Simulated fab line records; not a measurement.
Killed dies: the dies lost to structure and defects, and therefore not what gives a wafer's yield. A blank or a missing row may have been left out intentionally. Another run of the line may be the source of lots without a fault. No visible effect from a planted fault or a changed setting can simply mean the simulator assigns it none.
Commonality check across tools + flow nandHarc + Sample size 3 lots and 9 wafers

== WHY IT WAS OPENED ==
At NHARC_END_SORT_01 the reading killedAtArray is flagged on 3 of 3 lots. No-fault wafers: 26, standard deviation 8.6.
Rule: flag the lot when none of its wafers has a number, or when each of its wafers that has one lies beyond 4 standard deviations from that mean. As for the other lots, they are considered sound.

| lot  | measured     | on        | killedAtArray, wafer by wafer | flag    |
|------|--------------|-----------|-------------------------------|---------|
| L343 | day 19 18:16 | prober-02 | 674 671 676                   | FLAGGED |
| L342 | day 19 18:58 | prober-01 | 673 674 660                   | FLAGGED |
| L344 | day 20 03:07 | prober-01 | 675 673 673                   | FLAGGED |
The mean of the flagged lots' numbers is 672, +646 from the usual (+75 standard deviations).

== EACH LOT AND THE TOOL IT RAN ON ==
4 process steps preceding the reading are held in the record, out of 1159 steps in the route. Each cell gives the tool, then ch followed by the chambers the sampled wafers passed through, then the start.
| lot  | flag    | NHARC_A_SGD_CUT_STRIP_17                     | NHARC_A_SLIT_ETCH_26            | NHARC_A_WL_FILL_CVD_03       | NHARC_A_WL_FILL_ETCHBACK_04      |
|------|---------|----------------------------------------------|---------------------------------|------------------------------|----------------------------------|
| L343 | FLAGGED | rieDiel-06 ch 0,1,2, day 15 10:29 or earlier | harEtch-02 ch 0, day 15 10:29   | cvdW-01 ch 0,1, day 15 19:11 | rieMetal-03 ch 0, day 15 22:02   |
| L342 | FLAGGED | rieDiel-06 ch 1,2,3, day 15 03:01 or earlier | harEtch-02 ch 0,1, day 15 03:01 | cvdW-01 ch 0,1, day 15 13:24 | rieMetal-02 ch 0,1, day 15 16:43 |
| L344 | FLAGGED | rieDiel-08 ch 1,2,3, day 15 09:34 or earlier | harEtch-01 ch 0,1, day 15 09:34 | cvdW-02 ch 0,1, day 15 18:44 | rieMetal-01 ch 0,1, day 15 22:04 |
What the steps here do:
- NHARC_A_SGD_CUT_STRIP_17: strips in O2.
- NHARC_A_SLIT_ETCH_26: etches the open film in C4F8/O2/Ar, time 90 s, target depth 400 nm.
- NHARC_A_WL_FILL_CVD_03: deposits W, target thk 40 nm, time 3302 s.
- NHARC_A_WL_FILL_ETCHBACK_04: etches the open film in NF3, target depth 60 nm, time 120 s.
- NHARC_END_SORT_01

== FLAGGED AGAINST TOTAL, ONE TOOL AT A TIME (gauges that did the reading follow at the end) ==
| step                        | tool        | lots run | flagged | share of the flagged lots | sound lots run after its first flagged lot |
|-----------------------------|-------------|----------|---------|---------------------------|--------------------------------------------|
| NHARC_A_SGD_CUT_STRIP_17    | rieDiel-06  | 2        | 2       | some                      | 0                                          |
| NHARC_A_SGD_CUT_STRIP_17    | rieDiel-08  | 1        | 1       | some                      | 0                                          |
| NHARC_A_SLIT_ETCH_26        | harEtch-01  | 1        | 1       | some                      | 0                                          |
| NHARC_A_SLIT_ETCH_26        | harEtch-02  | 2        | 2       | some                      | 0                                          |
| NHARC_A_WL_FILL_CVD_03      | cvdW-01     | 2        | 2       | some                      | 0                                          |
| NHARC_A_WL_FILL_CVD_03      | cvdW-02     | 1        | 1       | some                      | 0                                          |
| NHARC_A_WL_FILL_ETCHBACK_04 | rieMetal-01 | 1        | 1       | some                      | 0                                          |
| NHARC_A_WL_FILL_ETCHBACK_04 | rieMetal-02 | 1        | 1       | some                      | 0                                          |
| NHARC_A_WL_FILL_ETCHBACK_04 | rieMetal-03 | 1        | 1       | some                      | 0                                          |
| NHARC_END_SORT_01           | prober-01   | 2        | 2       | some                      | 0                                          |
| NHARC_END_SORT_01           | prober-02   | 1        | 1       | some                      | 0                                          |
NHARC_A_SGD_CUT_STRIP_17 gives no start for some lots, so the hours and the order of its lots are those of NHARC_A_SLIT_ETCH_26.

== WHAT THE TABLE ALLOWS ==
No row of the table ran every flagged lot.

== WHAT THE SIMULATOR HAD INSERTED ==
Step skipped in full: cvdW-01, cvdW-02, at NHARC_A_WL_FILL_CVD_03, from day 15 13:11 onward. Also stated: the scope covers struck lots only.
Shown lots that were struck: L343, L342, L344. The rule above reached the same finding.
